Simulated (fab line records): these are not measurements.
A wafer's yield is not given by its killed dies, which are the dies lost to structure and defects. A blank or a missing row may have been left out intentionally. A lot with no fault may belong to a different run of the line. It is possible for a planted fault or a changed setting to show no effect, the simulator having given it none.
One fault through the eyes of 3 desks + flow n5_finfet + each desk holds nothing but its own numbers, with what lay behind them at the end

FROM THE METROLOGY DESK
What the gauges read, lot by lot, whatever tool the lot ran on: means of the sampled wafers that have a number. If a lot's mean is further than 4 standard deviations from the usual mean, the lot is out of limits and carries the mark OUT (the distance appears in the brackets). It has 14 readings, of which 7 appear: the earliest out of limits, and the ones furthest out on some lot.
Columns: A = trench_depth_nm at N5_STI_FIN_REVEAL_FIN_H_MEAS_10, usual 52.2 nm; B = thk_nm at N5_DUMMY_GATE_THK_MEAS_05, usual 72.1 nm; C = DIBL_N at N5_BEOL_M4_RC_MEAS_101, usual 36.5 mV/V; D = IOFF_N at N5_BEOL_M4_RC_MEAS_101, usual 0.162 nA/um; E = IOFF_P at N5_BEOL_M4_RC_MEAS_101, usual 0.221 nA/um; F = ION_N at N5_BEOL_M4_RC_MEAS_101, usual 678 uA/um; G = ION_P at N5_BEOL_M4_RC_MEAS_101, usual 466 uA/um
| lot  | first seen here | A               | B    | C    | D     | E     | F   | G   |
|------|-----------------|-----------------|------|------|-------|-------|-----|-----|
| L228 | day 2 10:23     | 52.8            | 72.5 | 37.5 | 0.161 | 0.212 | 680 | 467 |
| L233 | day 3 15:32     | 52.4            | 72.3 | 36.1 | 0.159 | 0.247 | 679 | 476 |
| L238 | day 4 21:42     | 55.7 (+5.0) OUT | 74.2 | 36.7 | 0.176 | 0.231 | 699 | 468 |
| L242 | day 5 20:55     | 56.2 (+5.7) OUT | 71.8 | 35.2 | 0.150 | 0.214 | 693 | 470 |
| L247 | day 7 05:13     | 53.4            | 72.3 | 37.7 | 0.202 | 0.276 | 692 | 477 |
| L251 | day 8 09:28     | 51.8            | 71.5 | 39.2 | 0.192 | 0.247 | 683 | 466 |
This desk's verdict: out of limits on L238, L242, starting with L238 at day 5 01:32 (trench_depth_nm at N5_STI_FIN_REVEAL_FIN_H_MEAS_10). L228, L233, L247, L251: within limits.

THE DEFECT DESK
Counts from the inspections along the route, per lot, as means over the sampled wafers that have a number. If a lot's mean is further than 4 standard deviations from the usual mean, the lot is out of limits and carries the mark OUT (the distance appears in the brackets).
Columns: A = raw_defect_count at N5_FIN_CUT_INSPECT_17, usual 224; B = raw_defect_count at N5_STI_FIN_REVEAL_INSPECT_13, usual 11
| lot  | first seen here | A   | B  |
|------|-----------------|-----|----|
| L228 | day 2 04:56     | 251 | 14 |
| L233 | day 3 10:07     | 212 | 7  |
| L238 | day 4 15:34     | 218 | 9  |
| L242 | day 5 15:29     | 220 | 14 |
| L247 | day 6 23:48     | 181 | 9  |
| L251 | day 8 03:14     | 247 | 12 |
This desk's verdict: no lot among the 6 shows anything out of limits.

AT THE TOOL OWNER'S DESK: rie_diel-06
The tool's own readings at N5_STI_FIN_REVEAL_ETCHBACK_08 (etches SiO2 in C4F6/O2, target depth 30.5 nm, time 10.167 s): means of the sampled wafers that have a number, for each lot that ran on this tool. If a lot's mean is further than 4 standard deviations from the usual mean, the lot is out of limits and carries the mark OUT (the distance appears in the brackets).
Columns: A = drypump_motor_current_A at N5_STI_FIN_REVEAL_ETCHBACK_08, usual 5.8 A; B = oes_ar_750_au at N5_STI_FIN_REVEAL_ETCHBACK_08, usual 0.80 a.u.; C = oes_product_au at N5_STI_FIN_REVEAL_ETCHBACK_08, usual 0.80 a.u.; D = rf_vpp_V at N5_STI_FIN_REVEAL_ETCHBACK_08, usual 667 V; E = showerhead_plenum_p_Torr at N5_STI_FIN_REVEAL_ETCHBACK_08, usual 2.89 Torr; F = throttle_valve_pct at N5_STI_FIN_REVEAL_ETCHBACK_08, usual 21.16 %
| lot  | first seen here | A   | B    | C    | D   | E    | F     |
|------|-----------------|-----|------|------|-----|------|-------|
| L233 | day 3 15:50     | 5.8 | 0.81 | 0.82 | 664 | 2.87 | 21.17 |
| L238 | day 4 22:31     | 5.7 | 0.77 | 0.82 | 663 | 2.89 | 21.17 |
| L242 | day 5 21:11     | 5.5 | 0.82 | 0.88 | 677 | 2.91 | 21.18 |
This desk's verdict: no lot among the 3 shows anything out of limits.

ALL TOGETHER
The metrology desk could have raised an alarm at day 5 01:32, on L238, L242.
Nothing the defect desk looked at was out of limits.
The desk of the tool owner found nothing out of limits.
The defect desk has L238, L242 on record, within its limits.
On record at the tool owner's desk: L238, L242, within its limits.
Of the lots named, all ran N5_STI_FIN_REVEAL_ETCHBACK_08 on rie_diel-06.

WHAT THE SIMULATOR HAD PUT IN
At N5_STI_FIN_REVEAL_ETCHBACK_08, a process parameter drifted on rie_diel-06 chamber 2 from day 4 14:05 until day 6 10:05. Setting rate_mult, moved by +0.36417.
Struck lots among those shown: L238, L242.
Delay in hours, fault start to first out-of-limits reading, per desk: metrology desk 11.
